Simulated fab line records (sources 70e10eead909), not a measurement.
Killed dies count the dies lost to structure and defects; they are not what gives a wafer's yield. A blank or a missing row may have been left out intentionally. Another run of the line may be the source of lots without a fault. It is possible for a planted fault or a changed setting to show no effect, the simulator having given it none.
Chamber matching -- flow nand harc -- pecvd-04 running NHARC_A_M0_DEP_32: 3 sister chambers
The step deposits SiCN, target thk 30 nm. 3 wafers are shown with their chamber, then 8 later ones without.

EACH WAFER AND ITS CHAMBER
wafer,chamber,showerhead vpp V (V)
L268.4,2,1277
L268.5,0,1325
L273.1,1,1253

WAFERS WHOSE CHAMBER IS MISSING
wafer,showerhead vpp V (V)
L273.3,1325
L273.6,1303
L283.1,1321
L283.4,1268
L283.5,1231
L285.1,1245
L285.3,1285
L285.4,1251

WHICH CHAMBER EACH ONE RAN IN
wafer,from the rows above,in truth
L273.3,0,0
L273.6,can't be placed: 0 or 2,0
L283.1,0,0
L283.4,can't be placed: 2 or 1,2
L283.5,can't be placed: 1 or 2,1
L285.1,can't be placed: 1 or 2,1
L285.3,can't be placed: 2 or 1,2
L285.4,can't be placed: 1 or 2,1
Placed correctly: 2 of 8. Unplaceable from these rows: 6, with the true chamber sitting among the candidates in 6. Number placed wrongly: 0.
How it was worked out, from the rows above alone: a wafer's distance from a chamber is the root of the sum, over the readings, of the square of ((its reading less the chamber's mean) divided by the reading's scatter). If the next closest chamber is less than 2 further off than the closest, the wafer can't be placed; otherwise it belongs to the closest. For every chamber, the mean is computed from those of its wafers that are shown. The scatter: with one shown wafer a chamber, the root of the mean of the squares of how far each hidden wafer lies from its nearest shown one.
